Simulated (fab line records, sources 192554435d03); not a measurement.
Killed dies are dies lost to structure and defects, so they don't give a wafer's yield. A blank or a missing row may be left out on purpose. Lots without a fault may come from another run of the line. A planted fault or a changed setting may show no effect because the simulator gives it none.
Split-lot experiment | flow n5_finfet | 7 lots, 21 wafers read, on a route of 1938 steps

THE SPLIT
At N5_WELL_APT_EXPOSE_05 (exposes mask NWELL, defocus 0 nm, target cd 200 nm), the setting dose_mj was moved away from the recipe's 20.3 on 7 of the 21 wafers read, by -5.8% to +4.9%. The other wafers ran this setting at the recipe's value.

FROM THE SPLIT TO THE READING: what the file shows between them, 3 steps
- N5_WELL_APT_PEB_06: peb time 90 s
- N5_WELL_APT_DEVELOP_07: develop time 45 s
- N5_WELL_APT_HARDBAKE_12: time 120 s

THE READING
cd_nm, in nm, at N5_WELL_APT_CD_MEAS_08 (target cd 200 nm). Fault-free wafers of this fab line usually give 199.5 nm, standard deviation 1.6 nm.

wafer  | tool, chamber at the split | dose_mj as run | against the recipe | cd_nm, nm | against lot-mates on the recipe
L075.1 | krf_scanner-01, 0          | 20.3           | recipe             | 198.8     | -
L075.3 | krf_scanner-01, 0          | 20.3           | recipe             | 200.6     | -
L075.4 | krf_scanner-01, 0          | 20.3           | recipe             | 199.3     | -
L083.1 | krf_scanner-02, 0          | 21.29          | +4.9%              | 206.3     | +5.7
L083.2 | krf_scanner-02, 0          | 20.3           | recipe             | 200.3     | -
L083.6 | krf_scanner-02, 0          | 20.3           | recipe             | 201.0     | -
L084.3 | krf_scanner-02, 0          | 20.3           | recipe             | 201.0     | -
L084.4 | krf_scanner-02, 0          | 20.3           | recipe             | 201.9     | -
L084.6 | krf_scanner-02, 0          | 20.3           | recipe             | 202.0     | -
L089.1 | krf_scanner-02, 0          | 19.12          | -5.8%              | 188.3     | -10.9
L089.2 | krf_scanner-02, 0          | 20.3           | recipe             | 199.2     | -
L089.4 | krf_scanner-02, 0          | 19.12          | -5.8%              | 189.0     | -10.2
L091.4 | krf_scanner-02, 0          | 19.45          | -4.2%              | 192.7     | -7.8
L091.5 | krf_scanner-02, 0          | 19.45          | -4.2%              | 190.0     | -10.5
L091.6 | krf_scanner-02, 0          | 20.3           | recipe             | 200.5     | -
L095.3 | krf_scanner-02, 0          | 19.64          | -3.3%              | 193.2     | -8.7
L095.4 | krf_scanner-02, 0          | 19.64          | -3.3%              | 196.2     | -5.7
L095.5 | krf_scanner-02, 0          | 20.3           | recipe             | 201.9     | -
L097.2 | krf_scanner-02, 0          | 20.3           | recipe             | 198.6     | -
L097.4 | krf_scanner-02, 0          | 20.3           | recipe             | 199.5     | -
L097.5 | krf_scanner-02, 0          | 20.3           | recipe             | 197.5     | -

THE FIT
A straight line over all 21 wafers: cd_nm changes by +1.8 nm for each +1% of dose_mj; r = +0.95; the points scatter about the line by 1.5 nm.
The same after taking each lot's own level away (the mean of its wafers on the recipe; 21 wafers): +1.79 nm for each +1%; r = +0.97; scatter 1.2 nm.
On that fit, the largest move of dose_mj shifts the reading by 10 nm.
The lots' own levels span 198.53 to 201.90 nm, that is 2.1 times the standard deviation above.
So the lot-to-lot level changes the slope little: the two slopes agree.
Check: with one of the wafers moved furthest among these (-5.8%) left out of the fit, the line predicts -10.8 nm for it against its lot-mates. It came out at -10.9 nm against them.

THE WHOLE CHAIN: every reading that the file lists as answering this split, in the file's order
step                   | what it does             | reading                                                         | change (the file's fit)              | r (the file's)
N5_WELL_APT_CD_MEAS_08 | target cd 200 nm         | cd_nm                                                           | +1.75 nm for each +1% of the setting | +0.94
N5_WELL_APT_DESCUM_13  | chemistry O2, time 7.9 s | WELL_APT.cd_nm (the simulator's own value, which no gauge read) | +1.75 nm for each +1% of the setting | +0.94

THE FILE'S OWN FIT
cd_nm changes by +1.75 nm for each +1% of dose_mj, r = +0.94.
